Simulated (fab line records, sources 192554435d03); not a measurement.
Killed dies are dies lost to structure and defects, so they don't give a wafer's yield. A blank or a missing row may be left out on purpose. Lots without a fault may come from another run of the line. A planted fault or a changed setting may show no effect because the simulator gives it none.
Split-lot experiment | flow n5_finfet | 7 lots, 39 wafers read, on a route of 1938 steps

THE SPLIT
At N5_PASSIVATION_PASS_ETCH_47 (etches SiNx in CF4/O2, target depth 770 nm, time 385 s), the setting time_s was moved away from the recipe's 385 s on 15 of the 39 wafers read, by -58.2% to +39.1%. The other wafers ran this setting at the recipe's value.

The reading is taken at the split's own step.

THE READING
etch.depth_nm (the simulator's own value, which no gauge read), in nm, at N5_PASSIVATION_PASS_ETCH_47 (etches SiNx in CF4/O2, target depth 770 nm, time 385 s). The file gives no usual value for it. The 24 wafers here that ran the recipe average 776.8 nm, standard deviation 12 nm.

wafer  | tool, chamber at the split | time_s as run, s | against the recipe | etch.depth_nm, nm | against lot-mates on the recipe
L077.1 | rie_diel-06, 0             | 306.9            | -20.3%             | 615               | -150.0
L077.2 | rie_diel-06, 3             | 385              | recipe             | 780.4             | -
L077.3 | rie_diel-06, 1             | 385              | recipe             | 762.6             | -
L077.4 | rie_diel-06, 2             | 306.9            | -20.3%             | 597.8             | -167.2
L077.5 | rie_diel-06, 2             | 385              | recipe             | 752.1             | -
L077.6 | rie_diel-06, 3             | 306.9            | -20.3%             | 615.1             | -149.9
L081.1 | rie_diel-01, 2             | 385              | recipe             | 788.3             | -
L081.2 | rie_diel-01, 0             | 385              | recipe             | 795               | -
L081.3 | rie_diel-01, 1             | 385              | recipe             | 774.1             | -
L081.4 | rie_diel-01, 3             | 385              | recipe             | 768.4             | -
L081.5 | rie_diel-01, 3             | 385              | recipe             | 772.1             | -
L081.6 | rie_diel-01, 0             | 385              | recipe             | 791.7             | -
L082.1 | rie_diel-06, 1             | 535.5            | +39.1%             | 1062              | +287.2
L082.2 | rie_diel-06, 3             | 535.5            | +39.1%             | 1086              | +311.2
L082.3 | rie_diel-06, 0             | 535.5            | +39.1%             | 1076              | +301.2
L082.4 | rie_diel-06, 3             | 385              | recipe             | 774.8             | -
L082.5 | rie_diel-06, 0             | 385              | recipe             | 781.2             | -
L082.6 | rie_diel-06, 1             | 385              | recipe             | 768.4             | -
L087.1 | rie_diel-05, 2             | 524.9            | +36.3%             | 1080              | +291.2
L087.2 | rie_diel-05, 0             | 524.9            | +36.3%             | 1046              | +257.2
L087.3 | rie_diel-05, 1             | 385              | recipe             | 793.6             | -
L087.4 | rie_diel-05, 3             | 385              | recipe             | 783               | -
L087.5 | rie_diel-05, 1             | 385              | recipe             | 789.7             | -
L087.6 | rie_diel-05, 0             | 524.9            | +36.3%             | 1044              | +255.2
L089.1 | rie_diel-05, 1             | 283.2            | -26.4%             | 573.4             | -200.7
L089.2 | rie_diel-05, 2             | 283.2            | -26.4%             | 578.3             | -195.8
L089.3 | rie_diel-05, 0             | 283.2            | -26.4%             | 559               | -215.1
L089.4 | rie_diel-05, 3             | 385              | recipe             | 769.4             | -
L089.5 | rie_diel-05, 3             | 385              | recipe             | 769               | -
L089.6 | rie_diel-05, 2             | 385              | recipe             | 783.8             | -
L096.2 | rie_diel-01, 0             | 385              | recipe             | 794.2             | -
L096.4 | rie_diel-01, 2             | 385              | recipe             | 776.2             | -
L096.5 | rie_diel-01, 2             | 385              | recipe             | 781.5             | -
L097.1 | rie_diel-06, 3             | 161.1            | -58.2%             | 319.7             | -444.5
L097.2 | rie_diel-06, 0             | 385              | recipe             | 770.5             | -
L097.3 | rie_diel-06, 2             | 161.1            | -58.2%             | 320.9             | -443.3
L097.4 | rie_diel-06, 1             | 385              | recipe             | 758.6             | -
L097.5 | rie_diel-06, 3             | 385              | recipe             | 763.6             | -
L097.6 | rie_diel-06, 2             | 161.1            | -58.2%             | 321.6             | -442.6

THE FIT
A straight line over all 39 wafers: etch.depth_nm changes by +7.78 nm for each +1% of time_s; r = +1.00; the points scatter about the line by 12 nm.
The same after taking each lot's own level away (the mean of its wafers on the recipe; 39 wafers): +7.6 nm for each +1%; r = +1.00; scatter 9.5 nm.
On that fit, the largest move of time_s shifts the reading by 4.4e+02 nm.
The lots' own levels span 764.23 to 788.77 nm, that is 2.1 times the standard deviation above.
So the lot-to-lot level changes the slope little: the two slopes agree.
Check: with one of the wafers moved furthest among these (-58.2%) left out of the fit, the line predicts -442 nm for it against its lot-mates. It came out at -445 nm against them.

OTHER SPLITS ON THESE WAFERS
These wafers also went through other splits before the reading. Each is held against what the fit with the lots' levels taken away leaves over:
other split on the same wafers | wafers away from the commonest value | r with etch.depth_nm (lot level and that fit taken away)
N5_BEOL_M13_ILD_DEP_00 time_s  | 18                                   | +0.14

THE FILE'S OWN FIT
etch.depth_nm changes by +7.6 nm for each +1% of time_s, r = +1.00.
